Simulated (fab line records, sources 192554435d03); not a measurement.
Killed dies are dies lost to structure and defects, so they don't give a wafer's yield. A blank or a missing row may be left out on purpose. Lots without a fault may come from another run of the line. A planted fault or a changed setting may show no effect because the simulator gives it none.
Chamber matching | flow n5_finfet | N5_BEOL_M0_ETCH_128 on rie_diel-06: 4 sister chambers
The step etches SiCN in CF4/N2, target depth 12 nm, overetch 5.1 nm, time 21.4 s. 8 wafers are shown with their chamber, then 9 later ones without.

WAFERS WITH THEIR CHAMBER
wafer  | chamber | drypump_motor_current_A (A) | throttle_valve_pct (%)
L081.3 | 2       | 5.1                         | 14.95
L081.4 | 3       | 5.8                         | 15.19
L082.1 | 1       | 6.1                         | 15.37
L082.3 | 2       | 5.1                         | 14.96
L082.4 | 0       | 6.1                         | 14.89
L083.4 | 3       | 5.8                         | 15.19
L083.5 | 0       | 6.2                         | 14.90
L083.6 | 1       | 6.1                         | 15.37

WAFERS WITHOUT THEIR CHAMBER
wafer  | drypump_motor_current_A (A) | throttle_valve_pct (%)
L088.1 | 5.1                         | 14.98
L088.5 | 5.8                         | 15.20
L088.6 | 6.1                         | 14.94
L089.3 | 5.8                         | 15.23
L089.4 | 5.1                         | 14.99
L089.5 | 5.8                         | 15.21
L096.2 | 6.1                         | 14.97
L096.3 | 5.8                         | 15.24
L096.6 | 6.1                         | 15.42

WHICH CHAMBER EACH WENT THROUGH
wafer  | from the rows above | in truth
L088.1 | 2                   | 2
L088.5 | 3                   | 3
L088.6 | 0                   | 0
L089.3 | 3                   | 3
L089.4 | 2                   | 2
L089.5 | 3                   | 3
L096.2 | 0                   | 0
L096.3 | 3                   | 3
L096.6 | 1                   | 1
Placed correctly: 9 of 9. Can't be placed from these rows: 0. Placed wrongly: 0.
How it was worked out, from the rows above alone: a wafer's distance from a chamber is the root of the sum, over the readings, of the square of ((its reading less the chamber's mean) divided by the reading's scatter). The wafer belongs to the nearest chamber; if the next one is less than 2 further off, it can't be placed. A chamber's mean is the mean of its shown wafers. The scatter: the root of (the sum of the squares of (reading less its chamber's mean) over the shown wafers, divided by (wafers less chambers)).
